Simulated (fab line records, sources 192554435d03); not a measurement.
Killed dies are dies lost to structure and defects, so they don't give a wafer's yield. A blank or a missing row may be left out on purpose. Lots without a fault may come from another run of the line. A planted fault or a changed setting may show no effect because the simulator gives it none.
Split-lot experiment | flow n5_finfet | 7 lots, 21 wafers read, on a route of 1938 steps

THE SPLIT
At N5_BEOL_M5_COAT_59 (time 60 s, resist thk 60 nm), the setting spin_rpm was moved away from the recipe's 1500 rpm on 7 of the 21 wafers read, by -10.2% to +10.7%. The other wafers ran this setting at the recipe's value.

FROM THE SPLIT TO THE READING: what the file shows between them, 8 steps
- N5_BEOL_M5_COAT_60: time 60 s, resist thk 12 nm
- N5_BEOL_M5_COAT_71: time 60 s, resist thk 5 nm
- N5_BEOL_M5_ETCH_72: etches underlayer in N2/H2, target depth 6.5 nm, time 5.2 s
- N5_BEOL_M5_ETCH_61: etches SiARC in CF4, target depth 15.6 nm, time 26 s
- N5_BEOL_M5_ETCH_62: etches SOC in N2/H2, target depth 75 nm, overetch 15 nm, time 112.5 s
- N5_BEOL_M5_STRIP_63: strips in N2/H2
- N5_BEOL_M5_STRIP_73: strips in N2/H2
- N5_BEOL_M5_STRIP_64: strips in CF4

THE READING
SOC_of_BEOL_M5_COAT_59.thk_nm (the simulator's own value, which no gauge read), in nm, at N5_BEOL_M5_HM_OPEN_17 (chemistry Cl2/BCl3, target TiN, target depth 20 nm, overetch 6 nm). The file gives no usual value for it. The 14 wafers here that ran the recipe average 52.0 nm, standard deviation 0.25 nm.

wafer  | tool, chamber at the split | spin_rpm as run, rpm | against the recipe | SOC_of_BEOL_M5_COAT_59.thk_nm, nm | against lot-mates on the recipe
L074.2 | litho_track-03, 0          | 1500                 | recipe             | 51.8                              | -
L074.5 | litho_track-03, 0          | 1500                 | recipe             | 51.8                              | -
L074.6 | litho_track-03, 0          | 1500                 | recipe             | 52                                | -
L082.1 | litho_track-03, 0          | 1347                 | -10.2%             | 55.2                              | +3.3
L082.3 | litho_track-03, 0          | 1500                 | recipe             | 52                                | -
L082.5 | litho_track-03, 0          | 1500                 | recipe             | 51.8                              | -
L089.2 | litho_track-01, 0          | 1500                 | recipe             | 51.6                              | -
L089.5 | litho_track-01, 0          | 1500                 | recipe             | 51.6                              | -
L089.3 | litho_track-01, 0          | 1559                 | +3.9%              | 50.6                              | -1.0
L090.3 | litho_track-01, 0          | 1590                 | +6.0%              | 50.4                              | -1.8
L090.6 | litho_track-01, 0          | 1590                 | +6.0%              | 50.4                              | -1.8
L090.5 | litho_track-01, 0          | 1500                 | recipe             | 52.2                              | -
L093.1 | litho_track-03, 0          | 1440                 | -4.0%              | 52.8                              | +1.2
L093.4 | litho_track-03, 0          | 1500                 | recipe             | 51.6                              | -
L093.6 | litho_track-03, 0          | 1440                 | -4.0%              | 53                                | +1.4
L094.1 | litho_track-05, 0          | 1500                 | recipe             | 52.2                              | -
L094.3 | litho_track-05, 0          | 1500                 | recipe             | 52.2                              | -
L094.4 | litho_track-05, 0          | 1660                 | +10.7%             | 49.4                              | -2.8
L097.1 | litho_track-05, 0          | 1500                 | recipe             | 52.2                              | -
L097.3 | litho_track-05, 0          | 1500                 | recipe             | 52                                | -
L097.4 | litho_track-05, 0          | 1500                 | recipe             | 52.4                              | -

THE FIT
A straight line over all 21 wafers: SOC_of_BEOL_M5_COAT_59.thk_nm changes by -0.273 nm for each +1% of spin_rpm; r = -0.97; the points scatter about the line by 0.27 nm.
The same after taking each lot's own level away (the mean of its wafers on the recipe; 21 wafers): -0.296 nm for each +1%; r = -0.99; scatter 0.14 nm.
On that fit, the largest move of spin_rpm shifts the reading by 3.2 nm.
The lots' own levels span 51.60 to 52.20 nm, that is 2.4 times the standard deviation above.
So the lot-to-lot level changes the slope little: the two slopes agree.
Check: with one of the wafers moved furthest among these (+10.7%) left out of the fit, the line predicts -3.29 nm for it against its lot-mates. It came out at -2.8 nm against them.

OTHER SPLITS ON THESE WAFERS
These wafers also went through other splits before the reading. Each is held against what the fit with the lots' levels taken away leaves over:
other split on the same wafers   | wafers away from the commonest value | r with SOC_of_BEOL_M5_COAT_59.thk_nm (lot level and that fit taken away)
N5_BEOL_M0_CUTY_ETCH_63 source_w | 7                                    | -0.26
N5_BEOL_M4_DESCUM_16 time_s      | 4                                    | +0.14
N5_BEOL_M4_COAT_67 spin_rpm      | 5                                    | +0.34
N5_BEOL_M5_ILD_DEP_00 time_s     | 9                                    | +0.13

THE WHOLE CHAIN: every reading that the file lists as answering this split, in the file's order
step                  | what it does                                                          | reading                                                                        | change (the file's fit)               | r (the file's)
N5_BEOL_M5_COAT_59    | time 60 s, resist thk 60 nm                                           | SOC_of_BEOL_M5_COAT_59.thk_nm (the simulator's own value, which no gauge read) | -0.284 nm for each +1% of the setting | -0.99
N5_BEOL_M5_ETCH_62    | etches SOC in N2/H2, target depth 75 nm, overetch 15 nm, time 112.5 s | etch.depth_nm (the simulator's own value, which no gauge read)                 | -0.288 nm for each +1% of the setting | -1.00
N5_BEOL_M5_HM_OPEN_17 | chemistry Cl2/BCl3, target TiN, target depth 20 nm, overetch 6 nm     | SOC_of_BEOL_M5_COAT_59.thk_nm (the simulator's own value, which no gauge read) | -0.293 nm for each +1% of the setting | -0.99

THE FILE'S OWN FIT
SOC_of_BEOL_M5_COAT_59.thk_nm changes by -0.293 nm for each +1% of spin_rpm, r = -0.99.
